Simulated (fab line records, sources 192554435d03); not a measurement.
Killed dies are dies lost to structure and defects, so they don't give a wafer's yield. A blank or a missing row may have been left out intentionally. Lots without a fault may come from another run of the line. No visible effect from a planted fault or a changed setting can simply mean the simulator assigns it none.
fab line records	flow n5Finfet
record: lots: 7	wafers: 19	lastDay: 18
route steps=1938 shown BEOL_M7@1299 BEOL_M15@1830 PASSIVATION@1936
lots that met no fault: from a run of the same line without faults
startH: hours from the record's first day to the start of the lot's first wafer shown	waitH: hours elapsed since this lot's preceding step	" unchanged from the row above	L1.1+2: a single row standing in for several wafers	- no value present, or no start provided	* or withheld: withheld	< > ~ a bound
route shown NAME@n: a module of which the file shows steps, and the number in the route of the first	usual: mean/standard deviation taken from wafers without a fault	same: alike in all rows	chamber/n: place in a boat	sites: each site's reading	_std_site: their standard deviation	_edge_site: the outer-site mean with the inner-site mean subtracted	radiusMm: for every site, how far away it sits from the centre of the wafer	mask NAME#n: copy n	behind: the most recent tool/chamber to have shaped the wafer	hold: cause of the lot's hold/its duration in hours/its outcome	device: names the non-switching transistor (n, p or np)	end of line: tests of these same wafers at the route's end	a step without rows: its recipe alone	killed: count of dies lost to structure and defects at first sort (not the wafer's yield)	map: the dies of a wafer, with x for killed, . for not killed, _ for no die there
set.NAME: the setting that was run; set.NAME@STEP: the one run at that earlier step	model.NAME: the simulator's own value behind a step, which no gauge read
the route's steps for a sample of lots (tables are steps, rows are wafers)
services: the hour from which a tool's chamber was out of use, counted from the record's first day as startH (under 0 if before that day), plus the number of hours and why
== steps ==
step: N5_BEOL_M7_DESCUM_33
recipe: chemistry: O2	timeS: 7	sourcePowerW: 50	biasPowerW: 20	pressureMtorr: 20	rfFrequencyHz: 2.712e+07	tempC: 40	resist: CAR-EUV	o2FlowSccm: 225
usual: drypumpMotorCurrentA: 5.78/0.28	oesProductAu: 0.78/0.076	rfVppV: 243.5/1.4	showerheadPlenumPTorr: 2.11/0.076	throttleValvePct: 20.38/0.26
lot.wafer	tool	chamber	startH	waitH	drypumpMotorCurrentA	oesProductAu	rfHoursCounterH	rfVppV	showerheadPlenumPTorr	throttleValvePct
L576.2	rieDiel-03	0	240.52	0.2	5.59	0.88	55	244.0	2.15	20.37
L576.3	"	3	"	"	5.47	0.79	133	241.6	2.01	20.50
L576.6	"	1	"	"	6.38	0.71	-	245.2	2.18	20.15
L581.1	rieDiel-03	2	261.80	0.5	5.69	0.86	75	245.7	2.21	20.09
L581.4	"	0	"	"	5.62	0.88	62	243.4	2.14	20.39
L581.6	"	0	"	"	5.62	0.88	-	242.3	2.14	20.39
L582.2	rieDiel-03	2	282.87	2.7	5.72	0.84	86	243.5	2.21	20.10
L582.4	"	0	"	"	5.64	0.85	74	244.8	2.14	20.38
L583.2	rieDiel-03	2	283.27	3.1	5.73	0.83	86	246.6	2.21	20.09
L583.3	"	3	"	"	5.46	0.77	152	240.7	2.01	20.58
L593.2	rieDiel-06	2	343.16	0.1	5.82	0.73	201	244.2	2.08	20.69
L593.4	"	3	"	"	5.85	0.81	94	241.1	2.01	20.02
L593.6	"	1	"	"	5.40	0.73	-	245.5	2.18	20.59
L591.3	rieDiel-03	0	353.08	0.0	5.61	0.83	94	242.7	2.13	20.40
L591.4	"	1	"	"	6.34	0.69	217	244.4	2.17	20.24
L591.5	"	0	"	"	5.59	0.84	-	243.1	2.13	20.43
L592.2	rieDiel-06	0	353.49	0.1	6.08	0.69	251	241.8	2.04	20.47
L592.3	"	2	"	"	5.81	0.73	204	242.6	2.08	20.69
L592.5	"	2	"	"	5.82	0.72	-	243.3	2.08	20.68
step: N5_BEOL_M7_TRENCH_ETCH_37
recipe: chemistry: C4F6/O2	targetDepthA: 934.78	target: SiCOH_lowk	timeS: 31.2	ionEnergyEv: 250	pressureMtorr: 30	sourceW: 345	biasW: 185	Ar_flow_sccm: 300	C4F6_flow_sccm: 10	O2_flow_sccm: 10
usual: drypumpMotorCurrentA: 5.78/0.28	oes_f_703_au: 0.77/0.077	oesProductAu: 0.78/0.076	rfVppV: 668/9	showerheadPlenumPTorr: 2.87/0.092	throttleValvePct: 20.88/0.25
lot.wafer	tool	chamber	startH	waitH	drypumpMotorCurrentA	oes_f_703_au	oesProductAu	rfHoursCounterH	rfVppV	showerheadPlenumPTorr	throttleValvePct
L576.2	rieDiel-03	0	240.79	-	5.64	0.88	0.88	55	675	2.89	20.77
L576.3	"	3	"	"	5.45	0.78	0.79	133	668	2.75	21.02
L576.6	"	1	"	"	6.30	0.68	0.70	-	667	2.94	20.60
L581.1	rieDiel-03	2	262.08	-	5.74	0.84	0.86	75	670	3.02	20.69
L581.4	"	0	"	"	5.59	0.86	0.77	62	675	2.89	20.74
L581.6	"	0	"	"	5.62	0.87	0.87	-	674	2.89	20.77
L582.2	rieDiel-03	2	283.15	-	5.71	0.83	0.83	86	671	3.01	20.71
L582.4	"	0	"	"	5.59	0.86	0.76	74	675	2.88	20.74
L583.2	rieDiel-03	2	283.55	-	5.71	0.83	0.84	86	670	3.01	20.68
L583.3	"	3	"	"	5.47	0.76	0.68	152	671	2.74	21.03
L593.2	rieDiel-06	2	343.43	-	5.85	0.72	0.72	201	677	2.81	21.08
L593.4	"	3	"	"	5.85	0.84	0.81	94	656	2.75	20.56
L593.6	"	1	"	"	5.40	0.75	0.73	-	663	2.92	20.93
L591.3	rieDiel-03	0	353.35	-	5.60	0.83	0.82	95	675	2.87	20.82
L591.4	"	1	"	"	6.32	0.66	0.67	217	666	2.93	20.64
L591.5	"	0	"	"	5.62	0.83	0.82	-	675	2.87	20.81
L592.2	rieDiel-06	0	353.76	-	6.12	0.68	0.68	252	653	2.82	21.22
L592.3	"	2	"	"	5.83	0.71	0.72	204	678	2.81	21.08
L592.5	"	2	"	"	5.87	0.72	0.73	-	677	2.81	21.10
step: N5_BEOL_M7_OCD_MEAS_38
usual: trenchDepthNm: 93.6/1.9
lot.wafer	tool	chamber	startH	waitH	trenchDepthNm
L576.2	ocd-02	-	240.95	-	95.9
L576.3	"	-	"	"	95.1
L576.6	"	-	"	"	91.0
L581.1	ocd-02	-	262.23	-	95.3
L581.4	"	-	"	"	79.1
L581.6	"	-	"	"	96.3
L582.2	ocd-02	-	283.31	-	94.4
L582.4	"	-	"	"	79.2
L583.2	ocd-02	-	283.70	-	94.9
L583.3	"	-	"	"	78.5
L593.2	ocd-02	-	343.59	-	95.1
L593.4	"	-	"	"	92.5
L593.6	"	-	"	"	93.1
L591.3	ocd-02	-	353.51	-	94.7
L591.4	"	-	"	"	89.2
L591.5	"	-	"	"	94.0
L592.2	ocd-02	-	353.92	-	91.7
L592.3	"	-	"	"	94.8
L592.5	"	-	"	"	94.2
step: N5_BEOL_M7_SURFACE_TREAT_79
recipe: gas: Ar	timeS: *	ionEnergyEv: *	ionCurrentMaCm2: 0.5	pressureMtorr: *	arFlowSccm: 30
usual: throttleValvePct: *
lot.wafer	tool	chamber	startH	waitH	throttleValvePct
L576.2	pvdSputter-01	-	242.19	0.3	*
L576.3	"	-	"	"	*
L576.6	"	-	"	"	*
L581.1	pvdSputter-01	-	264.80	1.7	*
L581.4	"	-	"	"	*
L581.6	"	-	"	"	*
L582.2	pvdSputter-03	-	284.20	0.2	*
L582.4	"	-	"	"	*
L583.2	pvdSputter-03	-	284.60	0.2	*
L583.3	"	-	"	"	*
L593.2	pvdSputter-03	-	344.93	0.2	*
L593.4	"	-	"	"	*
L593.6	"	-	"	"	*
L591.3	pvdSputter-03	-	354.82	0.2	*
L591.4	"	-	"	"	*
L591.5	"	-	"	"	*
L592.2	pvdSputter-02	-	355.34	0.2	*
L592.3	"	-	"	"	*
L592.5	"	-	"	"	*
step: N5_BEOL_M7_SPUTTER_48
recipe: material: Cu	targetThkA: 100	tempC: -20	biasV: 60	powerW: 26000	chamberPressurePa: 0.13	timeS: 1.667
usual: throttleValvePct: 30.1/0.96
lot.wafer	tool	chamber	startH	waitH	throttleValvePct
L576.2	pvdSputter-03	-	243.82	1.2	29.2
L576.3	"	-	"	"	29.7
L576.6	"	-	"	"	30.4
L581.1	pvdSputter-02	-	265.18	0.1	30.1
L581.4	"	-	"	"	30.5
L581.6	"	-	"	"	30.8
L582.2	pvdSputter-02	-	284.38	0.1	31.8
L582.4	"	-	"	"	30.6
L583.2	pvdSputter-02	-	284.78	0.1	30.6
L583.3	"	-	"	"	30.0
L593.2	pvdSputter-03	-	345.21	0.1	28.2
L593.4	"	-	"	"	29.3
L593.6	"	-	"	"	29.5
L591.3	pvdSputter-03	-	355.20	0.2	28.4
L591.4	"	-	"	"	29.6
L591.5	"	-	"	"	29.6
L592.2	pvdSputter-02	-	355.54	0.1	30.8
L592.3	"	-	"	"	31.8
L592.5	"	-	"	"	31.8
step: N5_BEOL_M7_THK_MEAS_53
recipe: thkMeasGauge: xrf	reads: Cu_of_BEOL_M7_ECD_50
usual: M7_THK: 79.2/2.4
lot.wafer	tool	chamber	startH	waitH	M7_THK[nm]
L576.2	filmMetro-01	-	245.11	-	81.7
L576.3	"	-	"	"	79.3
L576.6	"	-	"	"	75.8
L581.1	filmMetro-02	-	266.62	-	83.1
L581.4	"	-	"	"	64.7
L581.6	"	-	"	"	82.9
L582.2	filmMetro-02	-	285.18	-	80.1
L582.4	"	-	"	"	66.4
L583.2	filmMetro-01	-	285.58	-	77.3
L583.3	"	-	"	"	62.5
L593.2	filmMetro-02	-	346.47	-	82.1
L593.4	"	-	"	"	78.9
L593.6	"	-	"	"	79.3
L591.3	filmMetro-01	-	356.05	-	81.8
L591.4	"	-	"	"	74.7
L591.5	"	-	"	"	80.0
L592.2	filmMetro-01	-	356.36	-	79.0
L592.3	"	-	"	"	80.7
L592.5	"	-	"	"	79.2
step: N5_BEOL_M7_RS_MEAS_57
recipe: thkMeasGauge: four-point-probe	reads: Cu_of_BEOL_M7_ECD_50+Co_of_BEOL_M7_CVD_78+TaN_of_BEOL_M7_ALD_77
usual: M7_RS: 0.287/0.0098
lot.wafer	tool	chamber	startH	waitH	M7_RS[ohm/sq]
L576.2	filmMetro-01	-	245.24	0.1	0.275
L576.3	"	-	"	"	0.283
L576.6	"	-	"	"	0.300
L581.1	filmMetro-01	-	266.75	0.1	0.272
L581.4	"	-	"	"	0.366
L581.6	"	-	"	"	0.272
L582.2	filmMetro-01	-	285.31	0.1	0.287
L582.4	"	-	"	"	0.363
L583.2	filmMetro-02	-	285.71	0.1	0.291
L583.3	"	-	"	"	0.376
L593.2	filmMetro-02	-	346.60	0.1	0.279
L593.4	"	-	"	"	0.293
L593.6	"	-	"	"	0.291
L591.3	filmMetro-02	-	356.18	0.1	0.277
L591.4	"	-	"	"	0.306
L591.5	"	-	"	"	0.283
L592.2	filmMetro-02	-	356.49	0.1	0.287
L592.3	"	-	"	"	0.282
L592.5	"	-	"	"	0.287
step: N5_BEOL_M15_RC_MEAS_101
usual: etestTempC: 25.03/0.12	COMB_M10: 1.5e-11/3.1e-12	COMB_M11: 1.5e-11/3.1e-12	COMB_M12: 7.1e-12/1.6e-12	COMB_M13: 5.4e-12/1.2e-12	COMB_M14: 4.1e-12/1.1e-12	COMB_M15: 3.1e-12/9.7e-13	COMB_M5: 3.7e-11/7.7e-12	COMB_M6: 2.6e-11/4.7e-12	COMB_M8: 2.5e-11/5e-12	COMB_M9: 1.5e-11/3e-12	SERP_M10: 3.09/0.074	SERP_M11: 3.08/0.1	SERP_M12: 0.641/0.02	SERP_M13: 0.308/0.0057	SERP_M13_max_site: 0.311/0.0059	SERP_M14: 0.162/0.0036	SERP_M5: 38.7/1.6	SERP_M6: 13.8/0.53	SERP_M7: 13.9/0.6	SERP_M7_max_site: 14.5/0.66	SERP_M8: 14.0/0.57	SERP_M9: 3.08/0.083
lot.wafer	tool	chamber	startH	waitH	etestTempC	COMB_M10[S/m]	COMB_M11[S/m]	COMB_M12[S/m]	COMB_M13[S/m]	COMB_M14[S/m]	COMB_M15[S/m]	COMB_M5[S/m]	COMB_M6[S/m]	COMB_M8[S/m]	COMB_M9[S/m]	SERP_M10[ohm/um]	SERP_M11[ohm/um]	SERP_M12[ohm/um]	SERP_M13[ohm/um]	SERP_M13_max_site[ohm/um]	SERP_M14[ohm/um]	SERP_M5[ohm/um]	SERP_M6[ohm/um]	SERP_M7[ohm/um]	SERP_M7_max_site[ohm/um]	SERP_M8[ohm/um]	SERP_M9[ohm/um]
L581.1	prober-01	0	332.75	0.0	25.11	1.8e-11	1.6e-11	8.1e-12	6.3e-12	5.4e-12	3.8e-12	4.5e-11	2.7e-11	2e-11	1.93e-11	3.10	3.22	0.646	0.308	0.309	0.162	37.4	14.8	13.4	14.1	13.6	3.23
L581.4	"	0	"	"	25.03	1.7e-11	1.6e-11	9.1e-12	5.9e-12	4.8e-12	4e-12	4e-11	2.4e-11	2.2e-11	1.57e-11	3.16	3.04	0.658	0.316	0.320	0.160	36.9	12.9	16.8	18.2	13.9	3.06
L581.6	"	0	"	"	25.01	1.2e-11	1.4e-11	7.2e-12	5.3e-12	4.4e-12	3.8e-12	5.3e-11	2.9e-11	2.2e-11	1.37e-11	3.12	3.31	0.632	0.297	0.300	0.163	35.9	13.4	13.1	13.5	13.3	3.19
L576.2	prober-01	0	345.08	0.2	24.94	1.6e-11	1.4e-11	7.9e-12	6.1e-12	4.8e-12	4e-12	4.5e-11	2e-11	2.6e-11	2.11e-11	3.12	3.22	0.617	0.305	0.309	0.164	37.7	13.4	13.1	13.8	13.7	3.06
L576.3	"	0	"	"	25.03	1.8e-11	1.4e-11	7.2e-12	5.9e-12	3.5e-12	3.8e-12	3.8e-11	2.5e-11	2.3e-11	2.06e-11	3.22	3.11	0.617	0.317	0.320	0.161	37.2	13.9	13.3	14.0	12.9	3.14
L576.6	"	0	"	"	25.09	1.9e-11	1.3e-11	6.8e-12	6.2e-12	5.6e-12	3.6e-12	3.2e-11	2.2e-11	2e-11	1.95e-11	3.05	3.14	0.614	0.306	0.309	0.159	39.3	13.4	13.9	14.4	13.8	3.03
L582.2	prober-01	0	361.76	0.2	25.01	1.7e-11	1.4e-11	8.5e-12	6.9e-12	4e-12	2.9e-12	3.2e-11	2.4e-11	2.3e-11	1.43e-11	3.03	3.09	0.624	0.301	0.305	0.161	38.4	13.7	14.6	14.8	15.4	2.93
L582.4	"	0	"	"	24.88	1.8e-11	2.3e-11	9.1e-12	4.7e-12	4.4e-12	3.5e-12	3.2e-11	2.1e-11	2.4e-11	1.71e-11	3.05	2.92	0.628	0.311	0.314	0.168	37.8	13.7	17.8	18.4	14.0	3.18
L583.2	prober-02	0	371.95	0.2	25.17	1.6e-11	1.2e-11	5.1e-12	4.2e-12	1.9e-12	1.6e-12	3.8e-11	2.2e-11	2.8e-11	1.25e-11	3.15	3.21	0.659	0.316	0.320	0.160	38.0	14.2	14.2	14.5	14.8	3.09
L583.3	"	0	"	"	24.94	1.3e-11	8e-12	4.3e-12	3e-12	2.5e-12	1.5e-12	4.7e-11	3.5e-11	2.3e-11	1.13e-11	3.07	3.11	0.662	0.308	0.310	0.171	36.7	13.9	18.2	19.0	14.0	3.22
L593.2	prober-02	0	409.51	0.2	24.77	1.4e-11	1.1e-11	4.8e-12	3.8e-12	3e-12	2.3e-12	3.4e-11	2.2e-11	2.8e-11	2.08e-11	3.25	2.99	0.608	0.305	0.307	0.167	38.3	13.6	13.7	14.3	13.4	3.19
L593.4	"	0	"	"	25.02	1.7e-11	1.5e-11	7.2e-12	3.7e-12	3.9e-12	2.6e-12	3.5e-11	2.7e-11	2.9e-11	1.61e-11	3.15	3.10	0.628	0.308	0.310	0.156	39.2	13.6	14.4	15.5	13.2	3.04
L593.6	"	0	"	"	24.88	1.4e-11	1.4e-11	6.9e-12	5.2e-12	2.8e-12	2e-12	4.8e-11	2.3e-11	2.7e-11	1.76e-11	3.08	3.10	0.653	0.302	0.305	0.169	41.8	13.8	14.9	15.7	13.3	2.95
L591.3	prober-02	0	419.53	0.3	24.83	1.5e-11	1.7e-11	7.1e-12	4.2e-12	3e-12	1.7e-12	3.7e-11	2e-11	2.3e-11	1.34e-11	3.16	3.17	0.660	0.299	0.303	0.155	37.3	14.3	13.1	13.5	14.1	2.95
L591.4	"	0	"	"	24.90	1.1e-11	1.5e-11	8.3e-12	4.6e-12	2.7e-12	1.5e-12	3e-11	2.9e-11	2.3e-11	1.2e-11	3.20	3.02	0.609	0.294	0.296	0.164	40.9	14.1	14.6	15.3	13.8	3.03
L591.5	"	0	"	"	25.06	1.9e-11	1.8e-11	7.3e-12	5.6e-12	2.7e-12	1.9e-12	4.6e-11	2.6e-11	2.2e-11	1.23e-11	3.14	3.11	0.663	0.307	0.312	0.158	38.1	14.6	13.3	14.1	14.4	3.07
L592.2	prober-01	0	420.60	0.2	25.24	1.4e-11	1.8e-11	7.1e-12	4.5e-12	3.3e-12	2.8e-12	3.2e-11	2.4e-11	2.9e-11	1.27e-11	3.08	3.11	0.646	0.310	0.312	0.161	37.2	13.1	13.7	13.9	14.3	3.20
L592.3	"	0	"	"	25.21	1.8e-11	1.9e-11	8.1e-12	4.8e-12	5.5e-12	4e-12	4.3e-11	3.4e-11	2.5e-11	1.41e-11	3.06	3.09	0.641	0.299	0.300	0.163	38.2	13.0	13.3	13.7	13.8	3.08
L592.5	"	0	"	"	25.16	1.9e-11	1.6e-11	1e-11	6.1e-12	3.9e-12	3.7e-12	3.6e-11	3.3e-11	2.1e-11	1.37e-11	3.15	3.17	0.634	0.294	0.297	0.157	38.3	13.2	13.6	14.1	14.8	3.10
sites SERP_M7 radiusMm=0,75,75,75,75,140,140,140,140
L581.1 13.4 13.4 14.1 13.6 13.0 13.1 13.7 13.8 13.3
L576.2 12.4 12.7 12.9 13.1 12.5 13.5 13.4 13.8 13.3
L582.2 14.0 14.3 14.5 14.6 14.0 14.8 14.6 14.6 14.8
L583.2 13.8 13.9 14.1 14.3 14.4 14.2 14.5 14.0 14.4
L593.2 14.3 14.1 14.2 14.1 13.7 13.0 13.3 13.1 13.4
L591.3 13.0 13.4 13.4 12.8 13.0 13.4 12.9 13.5 13.1
L592.2 13.5 13.8 13.7 13.5 13.9 13.8 13.9 13.5 13.5
step: N5_PASSIVATION_PROBE_49
usual: defectLimitedYield: 91.5/1.5	killed_at_M0_to_M3: 33/10	killed_at_M4_up: 15/6.4	killedAtContacts: 12/5.4	killedAtFrontEnd: 38/9.8	killedAtOther: 4/3.1	killedDies: 101/18	killedOpen: 67/14	killedShort: 33/7.9	sort_bin_5_function: 5.0/1	sort_bin_6_memory: 3.2/0.67	sort_bin_8_speed: 0/0	sortNPass: 1079/18	sortYieldPct: 91.5/1.5
same: grossDies: 1180	killedAtBackSide: 0	sort_bin_4_leakage[%]: 0
lot.wafer	tool	chamber	startH	waitH	defectLimitedYield[%]	killed_at_M0_to_M3	killed_at_M4_up	killedAtContacts	killedAtFrontEnd	killedAtOther	killedDies	killedOpen	killedShort	sort_bin_5_function[%]	sort_bin_6_memory[%]	sort_bin_8_speed[%]	sortNPass	sortYieldPct[%]
L581.1	prober-01	-	350.56	0.0	93.4	25	12	6	23	12	78	48	30	3.8	2.5	0	1102	93.4
L581.4	prober-01	-	350.71	0.2	91.5	22	22	12	39	5	100	59	38	4.8	2.9	0.08	1080	91.5
L581.6	prober-01	-	350.81	0.3	92.5	21	8	14	41	4	88	60	27	4.7	2.5	0	1092	92.5
L576.2	prober-02	-	361.65	0.1	91.8	48	5	15	27	2	97	58	38	5.5	2.5	0	1083	91.8
L576.3	prober-02	-	361.70	0.1	89.7	50	16	18	35	2	121	76	44	5.7	4.5	0	1059	89.7
L576.6	prober-02	-	361.85	0.3	89.7	58	10	13	39	1	121	84	36	6.7	3.3	0	1059	89.7
L582.2	prober-02	-	376.88	0.1	92.1	22	17	11	40	3	93	62	31	3.7	3.8	0	1087	92.1
L582.4	prober-02	-	376.98	0.2	92.5	22	9	12	39	6	88	57	29	3.9	3.1	0	1092	92.5
L583.2	prober-01	-	390.35	0.1	91.4	40	11	10	35	6	102	69	33	5.5	2.9	0	1078	91.4
L583.3	prober-01	-	390.40	0.1	93.7	21	18	8	24	3	74	53	21	3.0	3.0	0	1106	93.7
L593.2	prober-02	-	424.37	0.1	91.5	37	10	11	42	0	100	64	33	4.5	3.3	0	1080	91.5
L593.4	prober-02	-	424.47	0.2	93.1	22	8	9	41	2	82	55	25	4.1	2.6	0	1098	93.1
L593.6	prober-02	-	424.57	0.3	91.4	28	22	9	43	0	102	64	37	5.8	2.7	0	1078	91.4
L592.2	prober-01	-	435.42	0.1	90.1	50	20	10	34	3	117	81	36	5.5	3.9	0	1063	90.1
L592.3	prober-01	-	435.47	0.1	92.5	34	13	4	34	4	89	52	35	4.8	2.5	0	1091	92.5
L592.5	prober-01	-	435.57	0.2	93.8	29	14	7	21	2	73	49	23	3.7	2.5	0	1107	93.8
L591.3	prober-02	-	435.84	0.1	93.1	32	11	12	26	0	81	45	35	3.6	3.0	0	1099	93.1
L591.4	prober-02	-	435.89	0.2	91.0	47	12	18	29	0	106	78	28	5.1	3.5	0	1074	91.0
L591.5	prober-02	-	435.94	0.2	91.3	46	9	19	22	7	103	61	42	4.7	3.6	0	1077	91.3
killed by level:class
L581.1 FIN_SAQP:geometricParticle:short=8 BEOL_M1:geometricParticle:open=7 PASS1_CAP:geometricParticle:short=6 MOL_CONTACT_COAG:geometricParticle:open=5 BEOL_M0_SAQP:geometricParticle:short=5 BEOL_M4:geometricParticle:open=5 PASS1_CAP:geometricParticle:open=5 DUMMY_GATE:geometricParticle:open=4
L581.4 MOL_CONTACT_COAG:geometricParticle:open=9 BEOL_M4:geometricParticle:open=7 FIN_SAQP:geometricParticle:short=5 GATE_CUT:geometricParticle:open=5 BEOL_M0_SAQP:geometricParticle:short=5 BEOL_M0_SAQP:geometricParticle:open=5 BEOL_M5:geometricParticle:open=5 GATE_CUT:geometricParticle:short=4
L581.6 FIN_SAQP:geometricParticle:open=15 MOL_CONTACT_COAG:geometricParticle:open=11 FIN_SAQP:geometricParticle:short=7 BEOL_M1:geometricParticle:open=6 STI_FIN_REVEAL:geometricParticle:open=4 GATE_CUT:geometricParticle:short=4 BEOL_M3:geometricParticle:open=4 MOL_CONTACT_COAG:geometricParticle:short=3
L576.2 BEOL_M0_SAQP:geometricParticle:short=14 BEOL_M0_SAQP:geometricParticle:open=13 MOL_CONTACT_COAG:geometricParticle:open=12 BEOL_M1:geometricParticle:open=10 BEOL_M3:geometricParticle:open=5 FIN_SAQP:geometricParticle:open=4 ILD0:geometricParticle:short=4 GATE_CUT:geometricParticle:short=4
L576.3 MOL_CONTACT_COAG:geometricParticle:open=14 BEOL_M0_SAQP:geometricParticle:short=13 STI_FIN_REVEAL:geometricParticle:open=12 BEOL_M1:geometricParticle:open=11 BEOL_M3:geometricParticle:open=8 BEOL_M0_SAQP:geometricParticle:open=6 BEOL_M1:geometricParticle:short=6 BEOL_M4:geometricParticle:open=5
L576.6 BEOL_M1:geometricParticle:open=18 MOL_CONTACT_COAG:geometricParticle:open=13 STI_FIN_REVEAL:geometricParticle:open=12 BEOL_M0_SAQP:geometricParticle:short=11 BEOL_M3:geometricParticle:open=9 BEOL_M2:geometricParticle:open=7 FIN_SAQP:geometricParticle:short=6 GATE_CUT:geometricParticle:short=6
L582.2 FIN_SAQP:geometricParticle:open=16 BEOL_M0_SAQP:geometricParticle:short=12 BEOL_M4:geometricParticle:open=12 STI_FIN_REVEAL:geometricParticle:open=10 MOL_CONTACT_COAG:geometricParticle:open=8 FIN_SAQP:geometricParticle:short=4 BEOL_M0_SAQP:geometricParticle:open=4 GATE_CUT:geometricParticle:short=3
L582.4 STI_FIN_REVEAL:geometricParticle:open=13 MOL_CONTACT_COAG:geometricParticle:open=11 BEOL_M0_SAQP:geometricParticle:short=8 FIN_SAQP:geometricParticle:open=5 BEOL_M0_SAQP:geometricParticle:open=5 FIN_SAQP:geometricParticle:short=4 BEOL_M2:geometricParticle:open=4 MIM_TOP:geometricParticle:open=4
L583.2 FIN_SAQP:geometricParticle:open=11 BEOL_M2:geometricParticle:open=7 STI_FIN_REVEAL:geometricParticle:open=6 MOL_CONTACT_COAG:geometricParticle:open=6 BEOL_M0_SAQP:geometricParticle:short=5 BEOL_M0_SAQP:geometricParticle:open=5 BEOL_M0:geometricParticle:open=5 BEOL_M1:geometricParticle:open=5
L583.3 BEOL_M4:geometricParticle:open=11 BEOL_M0_SAQP:geometricParticle:open=9 MOL_CONTACT_COAG:geometricParticle:open=7 DUMMY_GATE:geometricParticle:open=5 GATE_CUT:geometricParticle:short=5 BEOL_M0_SAQP:geometricParticle:short=5 FIN_SAQP:geometricParticle:short=4 STI_FIN_REVEAL:geometricParticle:open=4
L593.2 BEOL_M0_SAQP:geometricParticle:open=13 FIN_SAQP:geometricParticle:short=9 MOL_CONTACT_COAG:geometricParticle:open=8 STI_FIN_REVEAL:geometricParticle:open=7 BEOL_M1:geometricParticle:open=7 FIN_SAQP:geometricParticle:open=6 BEOL_M0_SAQP:geometricParticle:short=4 BEOL_M3:geometricParticle:open=4
L593.4 FIN_SAQP:geometricParticle:open=8 STI_FIN_REVEAL:geometricParticle:open=8 GATE_CUT:geometricParticle:short=7 MOL_CONTACT_COAG:geometricParticle:open=7 GATE_CUT:geometricParticle:open=6 BEOL_M0_SAQP:geometricParticle:open=4 FIN_SAQP:geometricParticle:short=3 BEOL_M0_SAQP:geometricParticle:short=3
L593.6 BEOL_M4:geometricParticle:open=15 BEOL_M1:geometricParticle:open=9 STI_FIN_REVEAL:geometricParticle:open=8 MOL_CONTACT_COAG:geometricParticle:open=7 FIN_SAQP:geometricParticle:short=5 ILD0:geometricParticle:short=5 GATE_CUT:geometricParticle:short=5 BEOL_M0_SAQP:geometricParticle:open=4
L592.2 BEOL_M0_SAQP:geometricParticle:open=13 FIN_SAQP:geometricParticle:short=11 BEOL_M0_SAQP:geometricParticle:short=11 MOL_CONTACT_COAG:geometricParticle:open=10 BEOL_M0:geometricParticle:open=10 FIN_SAQP:geometricParticle:open=7 BEOL_M4:geometricParticle:open=7 DUMMY_GATE:geometricParticle:open=6
L592.3 BEOL_M0_SAQP:geometricParticle:open=11 FIN_SAQP:geometricParticle:short=10 BEOL_M0_SAQP:geometricParticle:short=10 FIN_SAQP:geometricParticle:open=8 STI_FIN_REVEAL:geometricParticle:open=5 MOL_CONTACT_COAG:geometricParticle:open=4 GATE_CUT:geometricParticle:short=3 BEOL_M1:geometricParticle:open=3
L592.5 BEOL_M0_SAQP:geometricParticle:open=8 BEOL_M0_SAQP:geometricParticle:short=6 BEOL_M4:geometricParticle:open=6 BEOL_M2:geometricParticle:open=5 MOL_CONTACT_COAG:geometricParticle:open=4 FIN_SAQP:geometricParticle:short=3 DUMMY_GATE:geometricParticle:open=3 MOL_CONTACT_COAG:geometricParticle:short=3
L591.3 FIN_SAQP:geometricParticle:short=10 BEOL_M0_SAQP:geometricParticle:short=10 MOL_CONTACT_COAG:geometricParticle:open=9 BEOL_M0_SAQP:geometricParticle:open=5 BEOL_M0:geometricParticle:open=5 BEOL_M2:geometricParticle:open=5 FIN_SAQP:geometricParticle:open=4 DUMMY_GATE:geometricParticle:open=4
L591.4 MOL_CONTACT_COAG:geometricParticle:open=17 BEOL_M0:geometricParticle:open=14 FIN_SAQP:geometricParticle:open=9 BEOL_M0_SAQP:geometricParticle:short=9 BEOL_M2:geometricParticle:open=7 BEOL_M1:geometricParticle:open=6 DUMMY_GATE:geometricParticle:open=4 GATE_CUT:geometricParticle:short=4
L591.5 MOL_CONTACT_COAG:geometricParticle:open=16 BEOL_M0_SAQP:geometricParticle:short=15 BEOL_M0_SAQP:geometricParticle:open=12 BEOL_M1:geometricParticle:open=7 BEOL_M3:geometricParticle:open=6 FIN_SAQP:geometricParticle:short=5 STARTING-WAFER:geometricParticle:short=5 MOL_CONTACT_COAG:geometricParticle:short=3
== services ==
tool	chamber	startH	hours	kind
rieDiel-06	2	252.13	10.8	repair
rieDiel-06	0	256.55	7.3	repair
rieDiel-06	1	257.61	3.4	repair
rieDiel-03	1	264.32	8.9	repair
pvdSputter-01	-	272.12	7.8	repair
rieDiel-06	3	291.33	1.9	repair
pvdSputter-01	-	353.12	1.8	repair
== key ==
firstSign: step: N5_BEOL_M7_OCD_MEAS_38	reading: trenchDepthNm	direction: down	sigmas: 7.9	usual: 93.6	struck: 78.9
effect: step: N5_BEOL_M7_THK_MEAS_53	reading: M7_THK	direction: down	sigmas: 6.2	usual: 79.2	struck: 64.5
effect: step: N5_BEOL_M7_RS_MEAS_57	reading: M7_RS	direction: up	sigmas: 8.3	usual: 0.287	struck: 0.368
effect: step: N5_BEOL_M15_RC_MEAS_101	reading: SERP_M7	direction: up	sigmas: 6.2	usual: 13.9	struck: 17.6
metAt N5_BEOL_M7_TRENCH_ETCH_37
struckLots L581,L582,L583
struckWafers L581.4,L582.4,L583.3
notActingAt N5_BEOL_M7_DESCUM_33,N5_BEOL_M7_SURFACE_TREAT_79,N5_BEOL_M7_SPUTTER_48
onsetBetween 240.79 262.08
fault: kind: processParameterDrift	tool: rieDiel-03	chamber: -	onsetH: 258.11	steps: N5_BEOL_M7_TRENCH_ETCH_37	channel: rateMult	offset: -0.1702	shape: step	endH: 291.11	scope: struckWafersOnly
